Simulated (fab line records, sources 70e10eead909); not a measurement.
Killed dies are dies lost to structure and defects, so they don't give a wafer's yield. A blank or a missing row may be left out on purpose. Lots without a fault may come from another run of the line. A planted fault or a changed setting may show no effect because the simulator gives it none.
fab line records | flow nand_harc
record lots=6 wafers=18 last_day=24
route steps=1159 shown P_M1@311 P_M2@318 END@1159
lots that met no fault: from a run of the same line without faults
start_h: hours from the record's first day to the start of the lot's first wafer shown | wait_h: hours since the lot's step before | " the same as in the row above | L1.1+2: a row that stands for several wafers | - no value, or no start given | * or withheld: withheld | < > ~ a bound
route shown NAME@n: a module of which the file shows steps, and the number in the route of the first | usual: mean/standard deviation of fault-free wafers | same: alike in all rows | chamber/n: place in a boat | sites: the reading at each site | _std_site: their standard deviation | _edge_site: outer sites' mean less inner sites' | radius_mm: how far each site lies from the wafer's centre | mask NAME#n: copy n | behind: the tool/chamber that last shaped the wafer | hold: why the lot was held/for how many hours/how that ended | device: the transistor (n, p or np) that didn't switch | end of line: the same wafers' tests at the end of the route | a step without rows: its recipe alone | killed: dies lost to structure and defects at the first sort, not the wafer's yield | map: a wafer's dies, x killed, . not, _ none there
set.NAME: the setting as run; set.NAME@STEP: as run at that earlier step | model.NAME: the simulator's own value behind a step, which no gauge read
lots at some steps of the route; a table a step, a row a wafer
services: from which hour (start_h, from the record's first day; less than 0 if before it) a tool's chamber was out of use, for how many hours, and why
## steps
# step NHARC_P_M1_CMP_23
# recipe t_overpolish_s=20 target_thk_nm=157.82
# usual motor_current_A=11.9/1.2 time_to_endpoint_s=28.7/2.8
# columns lot.wafer tool chamber start_h wait_h motor_current_A time_to_endpoint_s
L870.4 cmp-01 2 125.10 - 13.5 27.6
L870.6 " 0 " " 11.8 33.6
L870.5 " 1 " " 13.2 27.7
L878.2 cmp-01 1 169.11 - 12.6 25.7
L878.3 " 3 " " 12.7 29.3
L878.6 " 2 " " 13.7 25.7
L879.4 cmp-01 1 175.28 - 13.7 26.6
L879.3 " 2 " " 13.5 24.1
L879.2 " 0 " " 10.8 28.5
L884.1 cmp-02 3 219.30 - 11.5 34.1
L884.2 " 0 " " 11.0 31.0
L884.4 " 2 " " 13.4 32.8
L890.1 cmp-01 1 242.31 - 12.0 26.3
L890.5 " 0 " " 10.6 32.8
L890.6 " 1 " " 13.1 25.3
L891.2 cmp-02 3 253.09 - 12.3 27.9
L891.1 " 0 " " 12.3 30.5
L891.4 " 1 " " 13.3 27.2
# step NHARC_P_M1_THK_MEAS_24
# recipe thk_meas_gauge=xrf
# usual thk_nm=158.0/1.6
# columns lot.wafer tool chamber start_h wait_h thk_nm
L870.4 film_metro-01 - 125.36 - 156.9
L870.5 " - " " 159.7
L870.6 " - " " 158.3
L878.2 film_metro-02 - 169.43 - 157.5
L878.3 " - " " 157.8
L878.6 " - " " 158.0
L879.2 film_metro-01 - 175.60 - 161.1
L879.3 " - " " 158.7
L879.4 " - " " 158.1
L884.1 film_metro-01 - 219.61 - 158.8
L884.2 " - " " 158.7
L884.4 " - " " 158.5
L890.1 film_metro-01 - 242.60 - 155.9
L890.5 " - " " 158.8
L890.6 " - " " 156.7
L891.1 film_metro-02 - 253.41 - 155.1
L891.2 " - " " 157.2
L891.4 " - " " 158.3
# step NHARC_P_M1_SRD_25
# step NHARC_P_M1_INSPECT_27
# usual raw_defect_count=285/110
# columns lot.wafer tool chamber start_h wait_h raw_defect_count
L870.4 defect_inspect-01 - 125.52 0.0 266
L870.5 " - " " 282
L870.6 " - " " 203
L878.2 defect_inspect-01 - 169.59 0.0 232
L878.3 " - " " 429
L878.6 " - " " 291
L879.2 defect_inspect-02 - 175.75 0.0 248
L879.3 " - " " 233
L879.4 " - " " 329
L884.1 defect_inspect-02 - 219.78 0.0 167
L884.2 " - " " 122
L884.4 " - " " 254
L890.1 defect_inspect-02 - 242.76 0.0 316
L890.5 " - " " 169
L890.6 " - " " 249
L891.1 defect_inspect-02 - 253.57 0.0 345
L891.2 " - " " 200
L891.4 " - " " 189
# step NHARC_P_M1_PRE_CLEAN_32
# recipe time_s=12 temp_c=370 rf_power_w=300 gas=NH3
# usual heater_power_w=648/57
# same time_s=12
# columns lot.wafer tool chamber start_h wait_h heater_power_w
L870.6 pecvd-02 1 125.62 0.1 652
L870.4 " 2 " " 641
L870.5 " 0 " " 570
L878.3 pecvd-02 1 169.67 0.1 635
L878.2 " 2 " " 709
L878.6 " 2 " " 700
L879.3 pecvd-02 2 175.98 0.2 677
L879.2 " 1 " " 641
L879.4 " 1 " " 629
L884.2 pecvd-03 1 219.93 0.1 752
L884.1 " 0 " " 682
L884.4 " 2 " " 600
L890.1 pecvd-03 2 242.84 0.1 630
L890.6 " 1 " " 720
L890.5 " 2 " " 629
L891.1 pecvd-03 2 253.65 0.1 512
L891.2 " 0 " " 588
L891.4 " 0 " " 591
# step NHARC_P_M1_DEP_33
# recipe target_thk_a=300 temp_c=370 target_thk_nm=30 pressure_torr=3 flow_sccm=200 rf_w=450 material=SiCN
# usual heater_power_w=596/68
# columns lot.wafer tool chamber start_h wait_h heater_power_w
L870.6 pecvd-02 1 125.79 0.2 587
L870.4 " 2 " " 604
L870.5 " 0 " " 461
L878.3 pecvd-02 1 169.78 0.1 541
L878.2 " 2 " " 704
L878.6 " 2 " " 706
L879.3 pecvd-02 2 176.06 0.1 657
L879.2 " 1 " " 567
L879.4 " 1 " " 571
L884.2 pecvd-03 1 220.01 0.1 636
L884.1 " 0 " " 631
L884.4 " 2 " " 496
L890.1 pecvd-03 2 242.95 0.1 568
L890.6 " 1 " " 682
L890.5 " 2 " " 574
L891.1 pecvd-03 2 253.76 0.1 524
L891.2 " 0 " " 575
L891.4 " 0 " " 569
# step NHARC_P_M2_DEP_00
# recipe target_thk_a=1825 target_thk_nm=182.5 temp_c=withheld pressure_torr=5 flow_sccm=200 rf_w=600 material=SiOC
# step NHARC_P_M2_DEHYDRATE_01
# recipe temp_c=150 time_s=120
# step NHARC_P_M2_HMDS_02
# recipe time_s=30
# step NHARC_P_M2_COAT_34
# recipe temp_c=200 time_s=65
# step NHARC_P_M2_COAT_03
# recipe spin_rpm=1500 resist_thk_nm=90
# step NHARC_P_M2_SOFTBAKE_04
# recipe temp_c=105 time_s=55
# usual heater_power_total_W=188.46/0.13 plate_temp_C=104.99/0.11
# columns lot.wafer tool chamber start_h wait_h heater_power_total_W plate_temp_C
L870.4 litho_track-04 0 126 - 188.35 104.96
L870.5 " 0 " " 188.33 104.86
L870.6 " 0 " " 188.46 104.97
L878.2 litho_track-01 0 170 - 323.49 -
L878.3 " 0 " " 322.93 -
L878.6 " 0 " " 323.08 -
L879.2 litho_track-01 0 176 - 323.11 -
L879.3 " 0 " " 323.61 -
L879.4 " 0 " " 323.10 -
L884.1 litho_track-06 0 220 - 188.46 105.06
L884.2 " 0 " " 188.42 104.88
L884.4 " 0 " " 188.28 105.08
L890.1 litho_track-06 0 243 - 188.46 104.71
L890.5 " 0 " " 188.45 104.94
L890.6 " 0 " " 188.56 104.96
L891.1 litho_track-01 0 254 - 188.47 104.95
L891.2 " 0 " " 188.47 104.98
L891.4 " 0 " " 188.51 104.81
# step NHARC_P_M2_EBR_05
# step NHARC_END_SORT_01
# recipe temp_c=25
# usual defect_limited_yield=95.6/1.6 killed_at_array=26/10 killed_at_other=0.5/0.87 killed_at_periphery=3.0/2.5 killed_dies=29/11 killed_open=3.3/1.9 killed_short=1.8/1.5 sort_bin_2_pct=1.3/0.63 sort_bin_3_pct=0.25/0.22 sort_bin_4_pct=2.8/1.1 sort_n_pass=648/11 sort_rim_yield_pct=96.5/2.6 sort_yield_pct=95.6/1.6
# same gross_dies=677 sort_bin_5_pct[%]=0 sort_bin_6_pct[%]=0 sort_bin_7_pct[%]=0 sort_bin_8_pct[%]=0 sort_rim_n_gross=106.00
# columns lot.wafer tool chamber start_h wait_h defect_limited_yield[%] killed_at_array killed_at_other killed_at_periphery killed_dies killed_open killed_short sort_bin_2_pct[%] sort_bin_3_pct[%] sort_bin_4_pct[%] sort_n_pass sort_rim_yield_pct[%] sort_yield_pct[%]
L879.2 prober-01 0 492.10 2.8 95.3 30 0 2 32 5 1 1.6 0.30 2.8 645 95.3 95.3
L879.3 prober-01 0 492.89 3.1 96.2 26 0 0 26 3 2 1.3 0 2.5 651 96.2 96.2
L879.4 prober-01 0 493.68 3.4 96.6 22 0 1 23 1 1 0.9 0.15 2.4 654 95.3 96.6
L878.2 prober-02 0 492.12 2.8 95.9 24 0 4 28 4 1 0.7 0.59 2.8 649 96.2 95.9
L878.3 prober-02 0 492.92 3.1 96.2 25 0 1 26 4 1 1.3 0.59 1.9 651 99.1 96.2
L878.6 prober-02 0 495.33 4.0 95.6 29 0 1 30 3 3 0.7 0.15 3.5 647 98.1 95.6
L884.1 prober-02 0 534.24 2.5 94.5 31 1 5 37 3 3 1.3 0.15 4.0 640 99.1 94.5
L884.2 prober-02 0 535.03 2.8 97.2 15 0 4 19 2 2 1.2 0 1.6 658 99.1 97.2
L884.4 prober-02 0 536.60 3.4 93.9 34 1 6 41 4 3 1.5 0.59 4.0 636 96.2 93.9
L890.1 prober-02 0 557.88 2.5 97.5 12 1 4 17 3 3 1.0 0.15 1.3 660 93.4 97.5
L890.5 prober-02 0 561.05 3.7 97.9 14 0 0 14 2 1 0.7 0.15 1.2 663 98.1 97.9
L890.6 prober-02 0 561.84 4.0 97.5 14 1 2 17 4 1 0.3 0.15 2.1 660 98.1 97.5
L891.1 prober-01 0 574.35 2.5 96.0 21 1 5 27 1 0 1.6 0.15 2.2 650 93.4 96.0
L891.2 prober-01 0 575.16 2.8 96.8 15 3 4 22 4 1 1.3 0.30 1.6 655 98.1 96.8
L891.4 prober-01 0 576.79 3.4 96.0 21 2 4 27 1 1 1.2 0 2.8 650 90.6 96.0
# killed by level:class
L879.2 A_CHANNEL_HOLE_D1:chamber_film_flake=7 A_SLIT:chamber_film_flake=7 A_CONTACT:chamber_film_flake=7 A_ONON_D1:geometric_particle:open=3 P_CONTACT:geometric_particle:open=1 A_SOURCE_PLATE:geometric_particle:open=1 A_CONTACT:geometric_particle:short=1 P_GATE:chamber_film_flake=1
L878.2 A_CHANNEL_HOLE_D1:chamber_film_flake=21 P_CONTACT:geometric_particle:open=2 P_M0:geometric_particle:open=1 A_ONON_D1:geometric_particle:open=1 A_CHANNEL_FILL_D1:geometric_particle:short=1 P_STI:chamber_film_flake=1 A_CONTACT:chamber_film_flake=1
L879.3 A_CHANNEL_HOLE_D1:chamber_film_flake=7 A_SLIT:chamber_film_flake=7 A_STAIRCASE:chamber_film_flake=2 A_WL_FILL:geometric_particle:open=2 A_WL_FILL:chamber_film_flake=2 A_CONTACT:chamber_film_flake=2 A_ONON_D1:geometric_particle:short=1 A_CHANNEL_FILL_D1:geometric_particle:open=1
L878.3 A_CHANNEL_HOLE_D1:chamber_film_flake=14 A_CONTACT:chamber_film_flake=4 A_STAIRCASE:chamber_film_flake=2 P_CONTACT:geometric_particle:open=1 A_WL_FILL:geometric_particle:short=1 A_CONTACT:geometric_particle:open=1 A_BLC:geometric_particle:open=1 A_M0:geometric_particle:open=1
L879.4 A_SLIT:chamber_film_flake=14 A_CHANNEL_HOLE_D1:chamber_film_flake=3 A_WL_FILL:chamber_film_flake=2 A_CHANNEL_HOLE_D1:geometric_particle:short=1 A_CHANNEL_FILL_D1:geometric_particle:open=1 P_GATE:chamber_film_flake=1 A_STAIRCASE:chamber_film_flake=1
L878.6 A_CHANNEL_HOLE_D1:chamber_film_flake=14 A_CONTACT:chamber_film_flake=7 A_M0:geometric_particle:open=3 A_CHANNEL_FILL_D1:geometric_particle:short=2 A_BONDPAD:chamber_film_flake=2 A_WL_FILL:geometric_particle:short=1 P_STI:chamber_film_flake=1
L884.1 A_CHANNEL_HOLE_D1:chamber_film_flake=21 A_STAIRCASE:chamber_film_flake=3 A_CHANNEL_FILL_D1:geometric_particle:short=2 P_STI:chamber_film_flake=2 A_CONTACT:chamber_film_flake=2 P_GATE:geometric_particle:open=1 P_M0:geometric_particle:open=1 A_CHANNEL_FILL_D1:geometric_particle:open=1
L884.2 A_CHANNEL_HOLE_D1:chamber_film_flake=10 P_GATE:chamber_film_flake=2 A_ONON_D1:geometric_particle:short=1 A_WL_FILL:geometric_particle:short=1 A_WL_FILL:geometric_particle:open=1 A_M0:geometric_particle:open=1 P_ZERO_WELL:chamber_film_flake=1 P_BONDPAD:chamber_film_flake=1
L884.4 A_CHANNEL_HOLE_D1:chamber_film_flake=22 A_STAIRCASE:chamber_film_flake=3 A_CONTACT:chamber_film_flake=3 P_GATE:chamber_film_flake=2 P_GATE:geometric_particle:short=1 P_M0:geometric_particle:open=1 A_ONON_D1:geometric_particle:open=1 A_CHANNEL_FILL_D1:geometric_particle:short=1
L890.1 P_GATE:chamber_film_flake=3 A_CHANNEL_HOLE_D1:chamber_film_flake=3 A_CONTACT:chamber_film_flake=2 P_M2:geometric_particle:open=1 A_CHANNEL_FILL_D1:geometric_particle:short=1 A_WL_FILL:geometric_particle:open=1 A_M0:geometric_particle:open=1 A_M0:geometric_particle:short=1
L890.5 A_CHANNEL_HOLE_D1:chamber_film_flake=6 A_STAIRCASE:chamber_film_flake=3 A_CONTACT:chamber_film_flake=2 A_CHANNEL_FILL_D1:geometric_particle:open=1 A_WL_FILL:geometric_particle:open=1 A_M0:geometric_particle:short=1
L890.6 A_CHANNEL_HOLE_D1:chamber_film_flake=4 A_STAIRCASE:chamber_film_flake=2 A_SLIT:chamber_film_flake=2 A_CONTACT:chamber_film_flake=2 P_CONTACT:geometric_particle:open=1 A_SOURCE_PLATE:geometric_particle:short=1 A_CHANNEL_FILL_D1:geometric_particle:open=1 A_BLC:geometric_particle:open=1
L891.1 A_CHANNEL_HOLE_D1:chamber_film_flake=8 A_CONTACT:chamber_film_flake=7 P_M2:chamber_film_flake=4 A_STAIRCASE:chamber_film_flake=2 A_CONTACT:geometric_particle:open=1 P_GATE:chamber_film_flake=1 A_SLIT:chamber_film_flake=1 A_WL_FILL:chamber_film_flake=1
L891.2 A_CHANNEL_HOLE_D1:chamber_film_flake=7 A_STAIRCASE:chamber_film_flake=3 THIN_TSV:chamber_film_flake=3 P_GATE:geometric_particle:open=1 A_SOURCE_PLATE:geometric_particle:open=1 A_CHANNEL_FILL_D1:geometric_particle:short=1 A_CHANNEL_FILL_D1:geometric_particle:open=1 A_SGD_CUT:geometric_particle:open=1
L891.4 A_CONTACT:chamber_film_flake=7 A_CHANNEL_HOLE_D1:chamber_film_flake=6 A_STAIRCASE:chamber_film_flake=5 P_M2:chamber_film_flake=3 THIN_TSV:chamber_film_flake=2 P_M0:geometric_particle:open=1 A_WL_FILL:geometric_particle:short=1 A_WL_FILL:chamber_film_flake=1
## services
# columns tool chamber start_h hours kind
cmp-01 - 111.23 4.0 pm
pecvd-03 - 111.42 13.0 pm
pecvd-03 0 111.42 13.0 vent_cycle
pecvd-03 1 111.42 13.0 vent_cycle
pecvd-03 2 111.42 13.0 vent_cycle
litho_track-06 - 117.00 7.0 pm
pecvd-03 0 124.42 - clean
pecvd-03 1 124.42 - clean
pecvd-03 2 124.42 - clean
cmp-02 - 125.97 1.7 repair
cmp-02 - 128.54 4.0 pm
litho_track-04 - 141.00 7.0 pm
cmp-02 - 141.39 0.4 repair
pecvd-02 - 153.00 13.0 pm
pecvd-02 0 153.00 13.0 vent_cycle
pecvd-02 1 153.00 13.0 vent_cycle
pecvd-02 2 153.00 13.0 vent_cycle
cmp-02 - 154.22 0.3 repair
pecvd-02 0 166.00 - clean
pecvd-02 1 166.00 - clean
cmp-01 - 206.84 3.2 repair
cmp-01 - 210.06 4.0 pm
cmp-01 - 222.87 1.0 repair
cmp-02 - 226.54 4.0 pm
## key
first_sign step=NHARC_P_M2_SOFTBAKE_04 reading=heater_power_total_W direction=up sigmas=99+ usual=* struck=*
effect none on later readings
met_at NHARC_P_M2_SOFTBAKE_04
struck_wafers L878.2,L878.3,L878.6,L879.2,L879.3,L879.4
fault kind=process_parameter_drift tool=litho_track-01 chamber=- onset_h=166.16 steps=NHARC_P_M2_SOFTBAKE_04 channel=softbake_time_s offset=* shape=step end_h=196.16 acts_in=* stated=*
